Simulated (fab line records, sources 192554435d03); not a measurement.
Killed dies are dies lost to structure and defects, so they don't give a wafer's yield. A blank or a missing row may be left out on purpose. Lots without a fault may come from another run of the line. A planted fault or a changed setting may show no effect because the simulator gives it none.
Split-lot experiment | flow n5_finfet | 7 lots, 21 wafers read, on a route of 1938 steps

THE SPLIT
At N5_PASSIVATION_EXPOSE_27 (exposes mask PAD, defocus 0 nm), the setting dose_mj was moved away from the recipe's 32.3 on 3 of the 21 wafers read, by -5.8% to -3.3%. The other wafers ran this setting at the recipe's value.

FROM THE SPLIT TO THE READING: what the file shows between them, 3 steps
- N5_PASSIVATION_PEB_28
- N5_PASSIVATION_DEVELOP_29: develop time 60 s
- N5_PASSIVATION_HARDBAKE_31: time 120 s

THE READING
cd_nm, in nm, at N5_PASSIVATION_CD_MEAS_30 (target cd 4000 nm). Fault-free wafers of this fab line usually give 3999.2 nm, standard deviation 1.5 nm.

wafer  | tool, chamber at the split | dose_mj as run | against the recipe | cd_nm, nm | against lot-mates on the recipe
L075.1 | krf_scanner-02, 0          | 32.3           | recipe             | 3999.7    | -
L075.2 | krf_scanner-02, 0          | 31.24          | -3.3%              | 3993.1    | -6.6
L075.4 | krf_scanner-02, 0          | 31.24          | -3.3%              | 3994.1    | -5.6
L080.3 | krf_scanner-02, 0          | 32.3           | recipe             | 3999.9    | -
L080.5 | krf_scanner-02, 0          | 30.42          | -5.8%              | 3987.5    | -12.4
L080.6 | krf_scanner-02, 0          | 32.3           | recipe             | 3999.8    | -
L082.1 | krf_scanner-02, 0          | 32.3           | recipe             | 4000.7    | -
L082.3 | krf_scanner-02, 0          | 32.3           | recipe             | 4000.7    | -
L082.4 | krf_scanner-02, 0          | 32.3           | recipe             | 4002.0    | -
L084.2 | krf_scanner-01, 0          | 32.3           | recipe             | 3998.8    | -
L084.3 | krf_scanner-01, 0          | 32.3           | recipe             | 3997.8    | -
L084.4 | krf_scanner-01, 0          | 32.3           | recipe             | 3999.3    | -
L091.1 | krf_scanner-01, 0          | 32.3           | recipe             | 4001.6    | -
L091.3 | krf_scanner-01, 0          | 32.3           | recipe             | 4001.3    | -
L091.6 | krf_scanner-01, 0          | 32.3           | recipe             | 3999.6    | -
L092.1 | krf_scanner-02, 0          | 32.3           | recipe             | 3999.3    | -
L092.5 | krf_scanner-02, 0          | 32.3           | recipe             | 4001.2    | -
L092.6 | krf_scanner-02, 0          | 32.3           | recipe             | 4000.6    | -
L095.3 | krf_scanner-02, 0          | 32.3           | recipe             | 4000.0    | -
L095.4 | krf_scanner-02, 0          | 32.3           | recipe             | 3999.3    | -
L095.6 | krf_scanner-02, 0          | 32.3           | recipe             | 3997.0    | -

THE FIT
A straight line over all 21 wafers: cd_nm changes by +2.06 nm for each +1% of dose_mj; r = +0.94; the points scatter about the line by 1.2 nm.
The same after taking each lot's own level away (the mean of its wafers on the recipe; 21 wafers): +2.03 nm for each +1%; r = +0.97; scatter 0.82 nm.
On that fit, the largest move of dose_mj shifts the reading by 12 nm.
The lots' own levels span 3998.63 to 4001.13 nm, that is 1.7 times the standard deviation above.
So the lot-to-lot level changes the slope little: the two slopes agree.
Check: with one of the wafers moved furthest among these (-5.8%) left out of the fit, the line predicts -10.8 nm for it against its lot-mates. It came out at -12.4 nm against them.

OTHER SPLITS ON THESE WAFERS
These wafers also went through other splits before the reading. Each is held against what the fit with the lots' levels taken away leaves over:
other split on the same wafers    | wafers away from the commonest value | r with cd_nm (lot level and that fit taken away)
N5_BEOL_M13_TRENCH_ETCH_34 time_s | 10                                   | +0.03
N5_BEOL_M14_TRENCH_ETCH_34 bias_w | 3                                    | -0.17
N5_BEOL_M14_SPUTTER_43 time_s     | 6                                    | +0.05
N5_BEOL_M15_TRENCH_ETCH_34 time_s | 8                                    | -0.24

THE FILE'S OWN FIT
cd_nm changes by +2.05 nm for each +1% of dose_mj, r = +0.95.
